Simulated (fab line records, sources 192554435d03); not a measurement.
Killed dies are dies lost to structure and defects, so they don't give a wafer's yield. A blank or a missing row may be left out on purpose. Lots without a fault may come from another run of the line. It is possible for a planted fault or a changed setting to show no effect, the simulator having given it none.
Matching of chambers | flow n5-finfet | 4 sister chambers for N5_DUMMY_GATE_ETCH_44 on rie-si-02
The step etches poly-Si in HBr/O2, stops on SiO2, target depth 127.5 nm. 14 wafers are shown with their chamber, then 7 later ones without.

EACH WAFER AND ITS CHAMBER
wafer  | chamber | throttle-valve-pct (%) | he-backside-leak-sccm (sccm) | oes-product-au (a.u.)
L074.1 | 0       | 18.52                  | 2.7                          | 0.686
L074.2 | 1       | 18.24                  | 3.8                          | 0.704
L074.3 | 3       | 18.33                  | 2.9                          | 0.721
L084.1 | 1       | 18.24                  | 3.5                          | 0.718
L084.4 | 2       | 18.62                  | 2.3                          | 0.724
L084.5 | 1       | 18.24                  | 3.7                          | 0.714
L086.1 | 1       | 18.24                  | 3.8                          | 0.704
L086.4 | 2       | 18.61                  | 2.4                          | 0.724
L086.5 | 0       | 18.52                  | 2.7                          | 0.709
L088.1 | 2       | 18.62                  | 2.3                          | 0.713
L088.2 | 0       | 18.50                  | 2.7                          | 0.716
L088.6 | 0       | 18.51                  | 2.8                          | 0.705
L091.1 | 2       | 18.60                  | 2.5                          | 0.710
L091.4 | 0       | 18.50                  | 2.6                          | 0.710

SIGNATURES (means of the wafers above)
reading               | chamber 0 | chamber 1 | chamber 2 | chamber 3 | scatter within a chamber
throttle-valve-pct    | 18.5100   | 18.2400   | 18.6125   | 18.3300   | 0.00822
he-backside-leak-sccm | 2.700     | 3.700     | 2.375     | 2.900     | 0.104
oes-product-au        | 0.70520   | 0.71000   | 0.71775   | 0.72100   | 0.00914
Rule: a wafer's distance from a chamber is the root of the sum, over the readings, of the square of ((its reading less the chamber's mean) divided by the reading's scatter). The wafer belongs to the nearest chamber; if the next one is less than 2 further off, it can't be placed. The scatter: the root of (the sum of the squares of (reading less its chamber's mean) over the shown wafers, divided by (wafers less chambers)).

WAFERS WITHOUT THEIR CHAMBER
wafer  | throttle-valve-pct (%) | he-backside-leak-sccm (sccm) | oes-product-au (a.u.)
L091.6 | 18.24                  | 3.9                          | 0.708
L096.1 | 18.51                  | 2.6                          | 0.716
L096.2 | 18.26                  | 3.8                          | 0.714
L096.5 | 18.25                  | 3.8                          | 0.715
L097.1 | 18.25                  | 3.5                          | 0.718
L097.4 | 18.33                  | 3.2                          | 0.735
L097.6 | 18.62                  | 2.4                          | 0.728

EACH ONE'S CHAMBER
wafer  | from the rows above | in truth
L091.6 | 1                   | 1
L096.1 | 0                   | 0
L096.2 | 1                   | 1
L096.5 | 1                   | 1
L097.1 | 1                   | 1
L097.4 | 3                   | 3
L097.6 | 2                   | 2
Placed correctly: 7 of 7. Not placeable from these rows: 0. Placed wrongly: 0.
